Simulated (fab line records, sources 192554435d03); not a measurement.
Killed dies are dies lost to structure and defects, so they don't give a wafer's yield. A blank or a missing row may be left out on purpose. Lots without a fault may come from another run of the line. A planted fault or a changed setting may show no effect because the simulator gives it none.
Which tool did it? | flow n5_finfet | 12 lots, 36 wafers sampled, at 2 steps of a route of 1938

WHAT THE GAUGES READ, wafer by wafer
N5_BEOL_M8_OVL_MEAS_29.
lot  | measured     | on         | V7_OVL (nm)
L075 | day 9 16:53  | overlay-01 | 0.1 -0.3 -0.4
L076 | day 10 17:37 | overlay-01 | -0.3 0.3 -0.3
L079 | day 11 13:37 | overlay-01 | 0.1 0.6 0.3
L082 | day 12 00:50 | overlay-01 | -0.1 0.2 0.4
L083 | day 12 13:32 | overlay-02 | 0.3 -1.3 0.9
L086 | day 12 21:19 | overlay-02 | -0.2 -0.9 -0.3
L088 | day 13 03:49 | overlay-02 | 0.7 0.3 1.3
L090 | day 13 13:22 | overlay-02 | -0.4 -0.8 -0.3
L091 | day 14 06:02 | overlay-02 | 0.0 0.2 -0.5
L093 | day 14 17:42 | overlay-01 | 0.3 0.0 1.4
L095 | day 15 13:08 | overlay-01 | -0.8 -0.4 -0.1
L096 | day 15 17:32 | overlay-02 | 0.4 0.5 0.2

WHICH TOOL RAN EACH LOT (tool, then ch and the chambers of the sampled wafers, then the start)
lot  | N5_BEOL_M8_ETCH_62
L075 | rie_diel-06 ch 0,3, day 9 15:59
L076 | rie_diel-01 ch 0,2,3, day 10 15:50
L079 | rie_diel-06 ch 1,2, day 11 12:43
L082 | rie_diel-01 ch 0,2,3, day 11 22:40
L083 | rie_diel-06 ch 0,1,3, day 12 11:05
L086 | rie_diel-04 ch 0,2,3, day 12 17:37
L088 | rie_diel-06 ch 1,3, day 13 01:42
L090 | rie_diel-01 ch 0,3, day 13 10:02
L091 | rie_diel-01 ch 2,3, day 14 04:15
L093 | rie_diel-01 ch 0,3, day 14 16:52
L095 | rie_diel-06 ch 0,2,3, day 15 12:13
L096 | rie_diel-06 ch 1,2, day 15 16:14
- N5_BEOL_M8_ETCH_62: etches SOC in N2/H2, target depth 110 nm, overetch 22 nm, time 165 s.

THE ANSWER, worked out from the rows above alone
Rule: what is usual is taken from the lots themselves. Put in order of their means at a reading, lots are off if they are a third of the lots or fewer, leave a main group of 4 or more, and stand apart from it by a gap of 3 or more times the standard deviation of the main group's means; of several such gaps the widest counts. A main group whose means are all the same, to the digits that the tables above print for the reading, isn't used. A lot without any number at a reading at which 4 lots or more have one is off too. The other lots that the step has rows for count as sound.
No lot is off at any reading shown: from this, nothing can be told.

WHAT THE SIMULATOR HAD PUT IN
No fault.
